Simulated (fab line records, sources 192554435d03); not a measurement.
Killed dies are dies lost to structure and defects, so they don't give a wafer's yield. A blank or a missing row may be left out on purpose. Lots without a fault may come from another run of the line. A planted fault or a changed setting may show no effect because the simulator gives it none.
Chamber matching | flow n5_finfet | N5_SDB_CMP_30 on cmp-04: 4 sister chambers
The step polishes, stops on poly-Si, t overpolish 1.54 s, target thk 30 nm. 8 wafers are shown with their chamber, then 10 later ones without.

WAFERS WITH THEIR CHAMBER
wafer  | chamber | motor_current_A (A) | time_to_endpoint_s (s)
L083.2 | 3       | 13.8                | 17.1
L083.3 | 2       | 9.8                 | 14.2
L084.3 | 2       | 9.6                 | 17.2
L084.6 | 1       | 11.2                | 14.5
L085.4 | 1       | 11.5                | 14.2
L085.6 | 0       | 10.1                | 17.3
L087.2 | 0       | 11.0                | 13.6
L087.5 | 3       | 13.7                | 21.8

WAFERS WITHOUT THEIR CHAMBER
wafer  | motor_current_A (A) | time_to_endpoint_s (s)
L087.6 | 10.4                | 15.1
L088.3 | 13.6                | 19.7
L088.4 | 9.7                 | 17.2
L088.6 | 10.0                | 14.6
L095.1 | 11.3                | 9.8
L095.3 | 12.8                | 17.3
L095.5 | 10.2                | 8.5
L096.1 | 10.5                | 9.2
L096.2 | 9.9                 | 14.9
L096.3 | 11.5                | 10.7

WHICH CHAMBER EACH WENT THROUGH
wafer  | from the rows above          | in truth
L087.6 | can't be placed: 0 or 2      | 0
L088.3 | 3                            | 3
L088.4 | can't be placed: 2 or 0      | 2
L088.6 | can't be placed: 2 or 0      | 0
L095.1 | can't be placed: 1 or 0      | 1
L095.3 | can't be placed: 3 or 1      | 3
L095.5 | can't be placed: 0 or 2 or 1 | 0
L096.1 | can't be placed: 0 or 1 or 2 | 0
L096.2 | can't be placed: 2 or 0      | 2
L096.3 | can't be placed: 1 or 0      | 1
Placed correctly: 1 of 10. Can't be placed from these rows: 9 (the true chamber is among the candidates in 9). Placed wrongly: 0.
How it was worked out, from the rows above alone: a wafer's distance from a chamber is the root of the sum, over the readings, of the square of ((its reading less the chamber's mean) divided by the reading's scatter). The wafer belongs to the nearest chamber; if the next one is less than 2 further off, it can't be placed. A chamber's mean is the mean of its shown wafers. The scatter: the root of (the sum of the squares of (reading less its chamber's mean) over the shown wafers, divided by (wafers less chambers)).
